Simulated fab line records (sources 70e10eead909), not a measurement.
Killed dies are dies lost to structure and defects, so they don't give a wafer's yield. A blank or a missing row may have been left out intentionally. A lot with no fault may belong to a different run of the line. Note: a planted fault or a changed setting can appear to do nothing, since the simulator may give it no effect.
fab line records :: flow nand_harc :: part 2 of 2: steps 26 to 31 of 31
record
  lots=5
  wafers=15
  last_day=26
route steps=1159 shown A_CONTACT@875
lots that met no fault: taken from a fault-free run of the same line
start_h: hours from the record's first day to the start of the lot's first wafer shown :: wait_h: hours from the lot's prior step to this one :: " same as the row above :: L1.1+2: a row that stands for several wafers :: - either no value or no given start :: * or withheld: withheld :: < > ~ a bound
route shown NAME@n: names a module that has steps shown in the file, with the first one's number in the route :: usual: mean and standard deviation over wafers with no fault :: same: alike in all rows :: chamber/n: place in a boat :: sites: per-site readings :: _std_site: standard deviation of those values :: _edge_site: mean of outer sites minus mean of inner sites :: radius_mm: how far each site lies from the wafer's centre :: mask NAME#n: copy n :: behind: the tool/chamber that last shaped the wafer :: hold: why the lot went on hold/how many hours it stayed there/how the hold came to an end :: device: the n, p or np transistor that did not switch :: end of line: tests of these same wafers at the route's end :: a step without rows: its recipe alone :: killed: count of dies lost to structure and defects at first sort (not the wafer's yield) :: map: the dies of a wafer, with x for killed, . for not killed, _ for no die there
set.NAME: the setting that was run; set.NAME@STEP: the one run at that earlier step :: model.NAME: the simulator's own value behind a step, which no gauge read
certain route steps with their lots: each step a table, each wafer a row
services: the hour from which a tool's chamber was out of use, counted from the record's first day as start_h (under 0 if before that day), plus the number of hours and why
## steps
# step NHARC_A_CONTACT_ETCH_75
# recipe
  target_depth_a=390
  over_etch_frac=0.3
  time_s=65
  ion_energy_ev=80
  cf4_flow_sccm=150
  ar_flow_sccm=0
  rf_w=300
  bias_w=100
  chemistry=CF4
# usual
  drypump_motor_current_A=5.7/0.48
  oes_product_au=1.002/0.0095
  rf_vpp_V=151.2/1.3
  showerhead_plenum_p_Torr=1.76/0.088
  throttle_valve_pct=13.283/0.0089
lot.wafer: L074.2
tool: rie_diel-13
chamber: 1
start_h: 395.51
wait_h: 0.1
drypump_motor_current_A: 6.1
oes_product_au: 0.991
rf_hours_counter_h: 17
rf_vpp_V: 151.7
showerhead_plenum_p_Torr: 1.79
throttle_valve_pct: 13.290

lot.wafer: L074.1
tool: rie_diel-13
chamber: 3
start_h: 395.51
wait_h: 0.1
drypump_motor_current_A: 5.6
oes_product_au: 0.998
rf_hours_counter_h: 17
rf_vpp_V: 150.7
showerhead_plenum_p_Torr: 1.83
throttle_valve_pct: 13.290

lot.wafer: L074.6
tool: rie_diel-13
chamber: 1
start_h: 395.51
wait_h: 0.1
drypump_motor_current_A: 6.1
oes_product_au: 0.990
rf_hours_counter_h: -
rf_vpp_V: 150.4
showerhead_plenum_p_Torr: 1.79
throttle_valve_pct: 13.306

lot.wafer: L083.3
tool: rie_diel-13
chamber: 2
start_h: 444.33
wait_h: 0.1
drypump_motor_current_A: 6.2
oes_product_au: 1.007
rf_hours_counter_h: 29
rf_vpp_V: 150.1
showerhead_plenum_p_Torr: 1.64
throttle_valve_pct: 13.273

lot.wafer: L083.1
tool: rie_diel-13
chamber: 3
start_h: 444.33
wait_h: 0.1
drypump_motor_current_A: 5.6
oes_product_au: 0.993
rf_hours_counter_h: 29
rf_vpp_V: 151.8
showerhead_plenum_p_Torr: 1.83
throttle_valve_pct: 13.288

lot.wafer: L083.6
tool: rie_diel-13
chamber: 2
start_h: 444.33
wait_h: 0.1
drypump_motor_current_A: 6.2
oes_product_au: 1.004
rf_hours_counter_h: -
rf_vpp_V: 149.2
showerhead_plenum_p_Torr: 1.64
throttle_valve_pct: 13.298

lot.wafer: L095.3
tool: rie_diel-08
chamber: 0
start_h: 515.46
wait_h: 0.1
drypump_motor_current_A: 5.7
oes_product_au: 1.000
rf_hours_counter_h: 8
rf_vpp_V: 151.8
showerhead_plenum_p_Torr: 1.89
throttle_valve_pct: 13.280

lot.wafer: L095.2
tool: rie_diel-08
chamber: 2
start_h: 515.46
wait_h: 0.1
drypump_motor_current_A: 4.8
oes_product_au: 1.001
rf_hours_counter_h: 9
rf_vpp_V: 152.6
showerhead_plenum_p_Torr: 1.83
throttle_valve_pct: 13.282

lot.wafer: L095.6
tool: rie_diel-08
chamber: 3
start_h: 515.46
wait_h: 0.1
drypump_motor_current_A: 5.1
oes_product_au: 1.007
rf_hours_counter_h: -
rf_vpp_V: 150.7
showerhead_plenum_p_Torr: 1.69
throttle_valve_pct: 13.270

lot.wafer: L094.4
tool: rie_diel-11
chamber: 1
start_h: 517.96
wait_h: 0.1
drypump_motor_current_A: 6.4
oes_product_au: 0.986
rf_hours_counter_h: 57
rf_vpp_V: 148.3
showerhead_plenum_p_Torr: 1.71
throttle_valve_pct: 13.290

lot.wafer: L094.5
tool: rie_diel-11
chamber: 3
start_h: 517.96
wait_h: 0.1
drypump_motor_current_A: 4.8
oes_product_au: 0.991
rf_hours_counter_h: -
rf_vpp_V: 150.7
showerhead_plenum_p_Torr: 1.66
throttle_valve_pct: 13.289

lot.wafer: L094.6
tool: rie_diel-11
chamber: 0
start_h: 517.96
wait_h: 0.1
drypump_motor_current_A: 5.9
oes_product_au: 1.009
rf_hours_counter_h: -
rf_vpp_V: 149.8
showerhead_plenum_p_Torr: 1.64
throttle_valve_pct: 13.279

lot.wafer: L097.4
tool: rie_diel-13
chamber: 2
start_h: 533.70
wait_h: 0.1
drypump_motor_current_A: 6.2
oes_product_au: 1.005
rf_hours_counter_h: 14
rf_vpp_V: 153.2
showerhead_plenum_p_Torr: 1.90
throttle_valve_pct: 13.271

lot.wafer: L097.1
tool: rie_diel-13
chamber: 1
start_h: 533.70
wait_h: 0.1
drypump_motor_current_A: 6.0
oes_product_au: 0.990
rf_hours_counter_h: 14
rf_vpp_V: 152.2
showerhead_plenum_p_Torr: 1.78
throttle_valve_pct: 13.283

lot.wafer: L097.6
tool: rie_diel-13
chamber: 3
start_h: 533.70
wait_h: 0.1
drypump_motor_current_A: 5.6
oes_product_au: 0.997
rf_hours_counter_h: -
rf_vpp_V: 153.6
showerhead_plenum_p_Torr: 1.83
throttle_valve_pct: 13.286
# step NHARC_A_CONTACT_ETCH_76
# recipe
  target_depth_a=2600
  over_etch_frac=0.3
  time_s=475.3
  ion_energy_ev=200
  n2_flow_sccm=150
  h2_flow_sccm=150
  ar_flow_sccm=0
  rf_w=400
  bias_w=150
  chemistry=N2/H2
# usual
  drypump_motor_current_A=5.7/0.48
  oes_product_au=1.000/0.0095
  rf_vpp_V=430/3
  showerhead_plenum_p_Torr=2.02/0.11
  throttle_valve_pct=14.172/0.0086
lot.wafer: L074.2
tool: rie_diel-13
chamber: 2
start_h: -
wait_h: -
drypump_motor_current_A: 6.2
oes_product_au: 0.995
rf_hours_counter_h: 17
rf_vpp_V: 426
showerhead_plenum_p_Torr: 1.88
throttle_valve_pct: 14.173

lot.wafer: L074.1
tool: rie_diel-13
chamber: 3
start_h: -
wait_h: -
drypump_motor_current_A: 5.6
oes_product_au: 0.999
rf_hours_counter_h: 17
rf_vpp_V: 434
showerhead_plenum_p_Torr: 2.12
throttle_valve_pct: 14.169

lot.wafer: L074.6
tool: rie_diel-13
chamber: 1
start_h: -
wait_h: -
drypump_motor_current_A: 6.0
oes_product_au: 0.992
rf_hours_counter_h: -
rf_vpp_V: 430
showerhead_plenum_p_Torr: 2.06
throttle_valve_pct: 14.165

lot.wafer: L083.3
tool: rie_diel-13
chamber: 1
start_h: -
wait_h: -
drypump_motor_current_A: 6.0
oes_product_au: 1.005
rf_hours_counter_h: 29
rf_vpp_V: 433
showerhead_plenum_p_Torr: 2.06
throttle_valve_pct: 14.188

lot.wafer: L083.1
tool: rie_diel-13
chamber: 3
start_h: -
wait_h: -
drypump_motor_current_A: 5.6
oes_product_au: 0.998
rf_hours_counter_h: 29
rf_vpp_V: 432
showerhead_plenum_p_Torr: 2.12
throttle_valve_pct: 14.174

lot.wafer: L083.6
tool: rie_diel-13
chamber: 1
start_h: -
wait_h: -
drypump_motor_current_A: 6.0
oes_product_au: 1.003
rf_hours_counter_h: -
rf_vpp_V: 431
showerhead_plenum_p_Torr: 2.06
throttle_valve_pct: 14.180

lot.wafer: L095.2
tool: rie_diel-08
chamber: 2
start_h: -
wait_h: -
drypump_motor_current_A: 4.9
oes_product_au: 0.994
rf_hours_counter_h: 9
rf_vpp_V: 433
showerhead_plenum_p_Torr: 2.12
throttle_valve_pct: 14.150

lot.wafer: L095.3
tool: rie_diel-08
chamber: 3
start_h: -
wait_h: -
drypump_motor_current_A: 5.1
oes_product_au: 1.007
rf_hours_counter_h: 9
rf_vpp_V: 428
showerhead_plenum_p_Torr: 1.94
throttle_valve_pct: 14.178

lot.wafer: L095.6
tool: rie_diel-08
chamber: 1
start_h: -
wait_h: -
drypump_motor_current_A: 5.4
oes_product_au: 0.993
rf_hours_counter_h: -
rf_vpp_V: 431
showerhead_plenum_p_Torr: 2.08
throttle_valve_pct: 14.164

lot.wafer: L094.4
tool: rie_diel-11
chamber: 1
start_h: -
wait_h: -
drypump_motor_current_A: 6.4
oes_product_au: 0.979
rf_hours_counter_h: 57
rf_vpp_V: 430
showerhead_plenum_p_Torr: 1.97
throttle_valve_pct: 14.171

lot.wafer: L094.5
tool: rie_diel-11
chamber: 3
start_h: -
wait_h: -
drypump_motor_current_A: 4.8
oes_product_au: 0.983
rf_hours_counter_h: -
rf_vpp_V: 427
showerhead_plenum_p_Torr: 1.90
throttle_valve_pct: 14.181

lot.wafer: L094.6
tool: rie_diel-11
chamber: 0
start_h: -
wait_h: -
drypump_motor_current_A: 5.9
oes_product_au: 1.003
rf_hours_counter_h: -
rf_vpp_V: 426
showerhead_plenum_p_Torr: 1.88
throttle_valve_pct: 14.168

lot.wafer: L097.1
tool: rie_diel-13
chamber: 2
start_h: -
wait_h: -
drypump_motor_current_A: 6.2
oes_product_au: 1.017
rf_hours_counter_h: 14
rf_vpp_V: 436
showerhead_plenum_p_Torr: 2.21
throttle_valve_pct: 14.164

lot.wafer: L097.4
tool: rie_diel-13
chamber: 0
start_h: -
wait_h: -
drypump_motor_current_A: 5.1
oes_product_au: 1.005
rf_hours_counter_h: 14
rf_vpp_V: 427
showerhead_plenum_p_Torr: 1.92
throttle_valve_pct: 14.178

lot.wafer: L097.6
tool: rie_diel-13
chamber: 1
start_h: -
wait_h: -
drypump_motor_current_A: 6.0
oes_product_au: 0.998
rf_hours_counter_h: -
rf_vpp_V: 430
showerhead_plenum_p_Torr: 2.05
throttle_valve_pct: 14.178
# step NHARC_A_CONTACT_ETCH_77
# recipe
  target_depth_a=726
  time_s=36.3
  cf4_flow_sccm=100
  chf3_flow_sccm=30
  ar_flow_sccm=0
  rf_w=500
  bias_w=200
  chemistry=CF4/CHF3
# usual
  drypump_motor_current_A=5.7/0.48
  oes_product_au=0.936/0.02
  rf_vpp_V=370.4/2.7
  showerhead_plenum_p_Torr=1.56/0.077
  throttle_valve_pct=16.802/0.0089
lot.wafer: L074.2
tool: rie_diel-13
chamber: 2
start_h: -
wait_h: -
drypump_motor_current_A: 6.2
oes_product_au: 0.941
rf_hours_counter_h: 17
rf_vpp_V: 367.8
showerhead_plenum_p_Torr: 1.46
throttle_valve_pct: 16.803

lot.wafer: L074.1
tool: rie_diel-13
chamber: 0
start_h: -
wait_h: -
drypump_motor_current_A: 5.1
oes_product_au: 0.917
rf_hours_counter_h: 17
rf_vpp_V: 368.1
showerhead_plenum_p_Torr: 1.50
throttle_valve_pct: 16.797

lot.wafer: L074.6
tool: rie_diel-13
chamber: 2
start_h: -
wait_h: -
drypump_motor_current_A: 6.2
oes_product_au: 0.929
rf_hours_counter_h: -
rf_vpp_V: 366.9
showerhead_plenum_p_Torr: 1.46
throttle_valve_pct: 16.792

lot.wafer: L083.1
tool: rie_diel-13
chamber: 2
start_h: -
wait_h: -
drypump_motor_current_A: 6.3
oes_product_au: 0.992
rf_hours_counter_h: 29
rf_vpp_V: 366.7
showerhead_plenum_p_Torr: 1.46
throttle_valve_pct: 16.813

lot.wafer: L083.3
tool: rie_diel-13
chamber: 0
start_h: -
wait_h: -
drypump_motor_current_A: 5.1
oes_product_au: 0.958
rf_hours_counter_h: 29
rf_vpp_V: 368.8
showerhead_plenum_p_Torr: 1.49
throttle_valve_pct: 16.807

lot.wafer: L083.6
tool: rie_diel-13
chamber: 1
start_h: -
wait_h: -
drypump_motor_current_A: 6.1
oes_product_au: 0.972
rf_hours_counter_h: -
rf_vpp_V: 370.7
showerhead_plenum_p_Torr: 1.59
throttle_valve_pct: 16.798

lot.wafer: L095.2
tool: rie_diel-08
chamber: 1
start_h: -
wait_h: -
drypump_motor_current_A: 5.4
oes_product_au: 0.961
rf_hours_counter_h: 8
rf_vpp_V: 370.3
showerhead_plenum_p_Torr: 1.60
throttle_valve_pct: 16.787

lot.wafer: L095.3
tool: rie_diel-08
chamber: 2
start_h: -
wait_h: -
drypump_motor_current_A: 4.9
oes_product_au: 0.955
rf_hours_counter_h: 10
rf_vpp_V: 371.7
showerhead_plenum_p_Torr: 1.63
throttle_valve_pct: 16.794

lot.wafer: L095.6
tool: rie_diel-08
chamber: 0
start_h: -
wait_h: -
drypump_motor_current_A: 5.7
oes_product_au: 0.980
rf_hours_counter_h: -
rf_vpp_V: 375.5
showerhead_plenum_p_Torr: 1.68
throttle_valve_pct: 16.788

lot.wafer: L094.4
tool: rie_diel-11
chamber: 1
start_h: -
wait_h: -
drypump_motor_current_A: 6.4
oes_product_au: 0.925
rf_hours_counter_h: 57
rf_vpp_V: 370.9
showerhead_plenum_p_Torr: 1.52
throttle_valve_pct: 16.794

lot.wafer: L094.5
tool: rie_diel-11
chamber: 1
start_h: -
wait_h: -
drypump_motor_current_A: 6.4
oes_product_au: 0.913
rf_hours_counter_h: -
rf_vpp_V: 368.2
showerhead_plenum_p_Torr: 1.52
throttle_valve_pct: 16.791

lot.wafer: L094.6
tool: rie_diel-11
chamber: 2
start_h: -
wait_h: -
drypump_motor_current_A: 6.0
oes_product_au: 0.930
rf_hours_counter_h: -
rf_vpp_V: 368.4
showerhead_plenum_p_Torr: 1.54
throttle_valve_pct: 16.806

lot.wafer: L097.4
tool: rie_diel-13
chamber: 0
start_h: -
wait_h: -
drypump_motor_current_A: 5.1
oes_product_au: 0.937
rf_hours_counter_h: 14
rf_vpp_V: 367.4
showerhead_plenum_p_Torr: 1.49
throttle_valve_pct: 16.788

lot.wafer: L097.1
tool: rie_diel-13
chamber: 3
start_h: -
wait_h: -
drypump_motor_current_A: 5.6
oes_product_au: 0.921
rf_hours_counter_h: 15
rf_vpp_V: 372.4
showerhead_plenum_p_Torr: 1.63
throttle_valve_pct: 16.798

lot.wafer: L097.6
tool: rie_diel-13
chamber: 1
start_h: -
wait_h: -
drypump_motor_current_A: 6.0
oes_product_au: 0.920
rf_hours_counter_h: -
rf_vpp_V: 372.4
showerhead_plenum_p_Torr: 1.58
throttle_valve_pct: 16.791
# step NHARC_A_CONTACT_ETCH_78
# recipe
  target_depth_a=28000
  over_etch_frac=0.3
  time_s=728
  ion_energy_ev=150
  o2_flow_sccm=400
  cos_flow_sccm=20
  ar_flow_sccm=0
  rf_w=500
  bias_w=300
  chemistry=O2/COS
# usual
  drypump_motor_current_A=5.7/0.48
  oes_product_au=1.002/0.0097
  rf_vpp_V=313.8/2.3
  showerhead_plenum_p_Torr=3.10/0.15
  throttle_valve_pct=28.329/0.0082
lot.wafer: L074.2
tool: rie_diel-13
chamber: 1
start_h: -
wait_h: -
drypump_motor_current_A: 6.0
oes_product_au: 0.983
rf_hours_counter_h: 17
rf_vpp_V: 314.8
showerhead_plenum_p_Torr: 3.16
throttle_valve_pct: 28.318

lot.wafer: L074.1
tool: rie_diel-13
chamber: 3
start_h: -
wait_h: -
drypump_motor_current_A: 5.6
oes_product_au: 1.000
rf_hours_counter_h: 18
rf_vpp_V: 315.8
showerhead_plenum_p_Torr: 3.24
throttle_valve_pct: 28.324

lot.wafer: L074.6
tool: rie_diel-13
chamber: 0
start_h: -
wait_h: -
drypump_motor_current_A: 5.1
oes_product_au: 0.995
rf_hours_counter_h: -
rf_vpp_V: 312.9
showerhead_plenum_p_Torr: 2.97
throttle_valve_pct: 28.338

lot.wafer: L083.3
tool: rie_diel-13
chamber: 1
start_h: -
wait_h: -
drypump_motor_current_A: 6.0
oes_product_au: 0.998
rf_hours_counter_h: 29
rf_vpp_V: 315.2
showerhead_plenum_p_Torr: 3.15
throttle_valve_pct: 28.320

lot.wafer: L083.1
tool: rie_diel-13
chamber: 2
start_h: -
wait_h: -
drypump_motor_current_A: 6.2
oes_product_au: 1.005
rf_hours_counter_h: 29
rf_vpp_V: 309.1
showerhead_plenum_p_Torr: 2.89
throttle_valve_pct: 28.338

lot.wafer: L083.6
tool: rie_diel-13
chamber: 0
start_h: -
wait_h: -
drypump_motor_current_A: 5.1
oes_product_au: 0.991
rf_hours_counter_h: -
rf_vpp_V: 312.8
showerhead_plenum_p_Torr: 2.96
throttle_valve_pct: 28.331

lot.wafer: L095.2
tool: rie_diel-08
chamber: 1
start_h: -
wait_h: -
drypump_motor_current_A: 5.4
oes_product_au: 0.992
rf_hours_counter_h: 8
rf_vpp_V: 315.9
showerhead_plenum_p_Torr: 3.17
throttle_valve_pct: 28.334

lot.wafer: L095.3
tool: rie_diel-08
chamber: 2
start_h: -
wait_h: -
drypump_motor_current_A: 4.9
oes_product_au: 0.992
rf_hours_counter_h: 10
rf_vpp_V: 316.4
showerhead_plenum_p_Torr: 3.24
throttle_valve_pct: 28.337

lot.wafer: L095.6
tool: rie_diel-08
chamber: 0
start_h: -
wait_h: -
drypump_motor_current_A: 5.7
oes_product_au: 1.004
rf_hours_counter_h: -
rf_vpp_V: 318.6
showerhead_plenum_p_Torr: 3.33
throttle_valve_pct: 28.324

lot.wafer: L094.4
tool: rie_diel-11
chamber: 0
start_h: -
wait_h: -
drypump_motor_current_A: 5.9
oes_product_au: 1.010
rf_hours_counter_h: 59
rf_vpp_V: 312.1
showerhead_plenum_p_Torr: 2.89
throttle_valve_pct: 28.343

lot.wafer: L094.5
tool: rie_diel-11
chamber: 1
start_h: -
wait_h: -
drypump_motor_current_A: 6.4
oes_product_au: 0.994
rf_hours_counter_h: -
rf_vpp_V: 312.7
showerhead_plenum_p_Torr: 3.02
throttle_valve_pct: 28.345

lot.wafer: L094.6
tool: rie_diel-11
chamber: 2
start_h: -
wait_h: -
drypump_motor_current_A: 6.0
oes_product_au: 0.988
rf_hours_counter_h: -
rf_vpp_V: 314.0
showerhead_plenum_p_Torr: 3.05
throttle_valve_pct: 28.323

lot.wafer: L097.4
tool: rie_diel-13
chamber: 3
start_h: -
wait_h: -
drypump_motor_current_A: 5.6
oes_product_au: 1.001
rf_hours_counter_h: 15
rf_vpp_V: 315.4
showerhead_plenum_p_Torr: 3.23
throttle_valve_pct: 28.329

lot.wafer: L097.1
tool: rie_diel-13
chamber: 0
start_h: -
wait_h: -
drypump_motor_current_A: 5.1
oes_product_au: 1.013
rf_hours_counter_h: 14
rf_vpp_V: 313.1
showerhead_plenum_p_Torr: 2.96
throttle_valve_pct: 28.329

lot.wafer: L097.6
tool: rie_diel-13
chamber: 2
start_h: -
wait_h: -
drypump_motor_current_A: 6.2
oes_product_au: 1.021
rf_hours_counter_h: -
rf_vpp_V: 318.6
showerhead_plenum_p_Torr: 3.37
throttle_valve_pct: 28.328
# step NHARC_A_CONTACT_ETCH_124
# recipe
  source_w=withheld
  pressure_mtorr=20
  bias_v=withheld
  time_s=140
  target_depth_a=7000
  ar_flow_sccm=withheld
  c4f8_flow_sccm=withheld
  o2_flow_sccm=withheld
  chemistry=C4F8/O2/Ar
lot.wafer: L074.2
tool: har_cap_etch-01
chamber: 1
start_h: 396.59
wait_h: -
rf_hours_counter_h: 54

lot.wafer: L074.1
tool: har_cap_etch-01
chamber: 0
start_h: 396.59
wait_h: -
rf_hours_counter_h: 54

lot.wafer: L074.6
tool: har_cap_etch-01
chamber: 1
start_h: 396.59
wait_h: -
rf_hours_counter_h: -

lot.wafer: L083.1
tool: har_cap_etch-01
chamber: 1
start_h: 445.37
wait_h: -
rf_hours_counter_h: 63

lot.wafer: L083.3
tool: har_cap_etch-01
chamber: 0
start_h: 445.37
wait_h: -
rf_hours_counter_h: -

lot.wafer: L083.6
tool: har_cap_etch-01
chamber: 1
start_h: 445.37
wait_h: -
rf_hours_counter_h: -

lot.wafer: L095.2
tool: har_cap_etch-02
chamber: 1
start_h: 516.57
wait_h: -
rf_hours_counter_h: 31

lot.wafer: L095.3
tool: har_cap_etch-02
chamber: 1
start_h: 516.57
wait_h: -
rf_hours_counter_h: -

lot.wafer: L095.6
tool: har_cap_etch-02
chamber: 0
start_h: 516.57
wait_h: -
rf_hours_counter_h: -

lot.wafer: L094.4
tool: har_cap_etch-01
chamber: 0
start_h: 519.08
wait_h: -
rf_hours_counter_h: -

lot.wafer: L094.6
tool: har_cap_etch-01
chamber: 1
start_h: 519.08
wait_h: -
rf_hours_counter_h: -

lot.wafer: L094.5
tool: har_cap_etch-01
chamber: 0
start_h: 519.08
wait_h: -
rf_hours_counter_h: -

lot.wafer: L097.1
tool: har_cap_etch-03
chamber: 1
start_h: 534.76
wait_h: -
rf_hours_counter_h: 107

lot.wafer: L097.4
tool: har_cap_etch-03
chamber: 0
start_h: 534.76
wait_h: -
rf_hours_counter_h: -

lot.wafer: L097.6
tool: har_cap_etch-03
chamber: 1
start_h: 534.76
wait_h: -
rf_hours_counter_h: -
# step NHARC_A_CONTACT_ETCH_125
# recipe
  source_w=withheld
  pressure_mtorr=20
  bias_v=1200
  time_s=155
  target_depth_a=9560
  ar_flow_sccm=withheld
  c4f8_flow_sccm=withheld
  o2_flow_sccm=withheld
  chemistry=C4F8/O2/Ar
lot.wafer: L074.2
tool: har_cap_etch-01
chamber: 1
start_h: 396.85
wait_h: 0.2
rf_hours_counter_h: 54

lot.wafer: L074.1
tool: har_cap_etch-01
chamber: 0
start_h: 396.85
wait_h: 0.2
rf_hours_counter_h: 54

lot.wafer: L074.6
tool: har_cap_etch-01
chamber: 1
start_h: 396.85
wait_h: 0.2
rf_hours_counter_h: -

lot.wafer: L083.1
tool: har_cap_etch-01
chamber: 1
start_h: 445.63
wait_h: 0.2
rf_hours_counter_h: 63

lot.wafer: L083.3
tool: har_cap_etch-01
chamber: 0
start_h: 445.63
wait_h: 0.2
rf_hours_counter_h: -

lot.wafer: L083.6
tool: har_cap_etch-01
chamber: 1
start_h: 445.63
wait_h: 0.2
rf_hours_counter_h: -

lot.wafer: L095.2
tool: har_cap_etch-02
chamber: 1
start_h: 516.76
wait_h: 0.2
rf_hours_counter_h: 31

lot.wafer: L095.3
tool: har_cap_etch-02
chamber: 1
start_h: 516.76
wait_h: 0.2
rf_hours_counter_h: -

lot.wafer: L095.6
tool: har_cap_etch-02
chamber: 0
start_h: 516.76
wait_h: 0.2
rf_hours_counter_h: -

lot.wafer: L094.4
tool: har_cap_etch-01
chamber: 0
start_h: 519.25
wait_h: 0.1
rf_hours_counter_h: -

lot.wafer: L094.6
tool: har_cap_etch-01
chamber: 1
start_h: 519.25
wait_h: 0.1
rf_hours_counter_h: -

lot.wafer: L094.5
tool: har_cap_etch-01
chamber: 0
start_h: 519.25
wait_h: 0.1
rf_hours_counter_h: -

lot.wafer: L097.1
tool: har_cap_etch-03
chamber: 1
start_h: 534.96
wait_h: 0.2
rf_hours_counter_h: 107

lot.wafer: L097.4
tool: har_cap_etch-03
chamber: 0
start_h: 534.96
wait_h: 0.2
rf_hours_counter_h: -

lot.wafer: L097.6
tool: har_cap_etch-03
chamber: 1
start_h: 534.96
wait_h: 0.2
rf_hours_counter_h: -
## services
tool: pecvd-02
chamber: 1
start_h: 367.30
hours: 3.6
kind: repair

tool: har_cap_etch-01
chamber: -
start_h: 367.74
hours: 0.2
kind: repair

tool: arfi_scanner-01
chamber: -
start_h: 368.00
hours: 4.0
kind: pm

tool: rie_diel-11
chamber: -
start_h: 368.08
hours: 9.0
kind: pm

tool: rie_diel-08
chamber: 3
start_h: 368.91
hours: 2.4
kind: repair

tool: wet_bench-03
chamber: -
start_h: 376.34
hours: 1.5
kind: repair

tool: wet_bench-02
chamber: -
start_h: 378.20
hours: 1.1
kind: repair

tool: har_cap_etch-01
chamber: -
start_h: 380.24
hours: 0.8
kind: repair

tool: acl_dep-03
chamber: -
start_h: 405.39
hours: 13.0
kind: pm

tool: pecvd-01
chamber: -
start_h: 418.55
hours: 13.0
kind: pm

tool: arfi_scanner-01
chamber: -
start_h: 427.65
hours: 15.9
kind: repair

tool: arfi_scanner-02
chamber: -
start_h: 428.00
hours: 4.0
kind: pm

tool: litho_track-01
chamber: -
start_h: 443.00
hours: 7.0
kind: pm

tool: rie_diel-13
chamber: -
start_h: 453.08
hours: 9.0
kind: pm

tool: arfi_scanner-01
chamber: -
start_h: 454.85
hours: 1.1
kind: repair

tool: har_cap_etch-01
chamber: -
start_h: 461.43
hours: 0.5
kind: repair

tool: litho_track-06
chamber: -
start_h: 467.00
hours: 7.0
kind: pm

tool: har_cap_etch-03
chamber: -
start_h: 467.09
hours: 0.3
kind: repair

tool: rie_diel-08
chamber: -
start_h: 480.12
hours: 9.0
kind: pm

tool: litho_track-04
chamber: -
start_h: 491.00
hours: 7.0
kind: pm

tool: rie_diel-11
chamber: 1
start_h: 492.62
hours: 4.0
kind: repair

tool: pecvd-02
chamber: -
start_h: 500.09
hours: 1.1
kind: repair

tool: pecvd-02
chamber: -
start_h: 515.15
hours: 13.0
kind: pm

tool: rie_diel-13
chamber: 0
start_h: 526.94
hours: 4.7
kind: repair
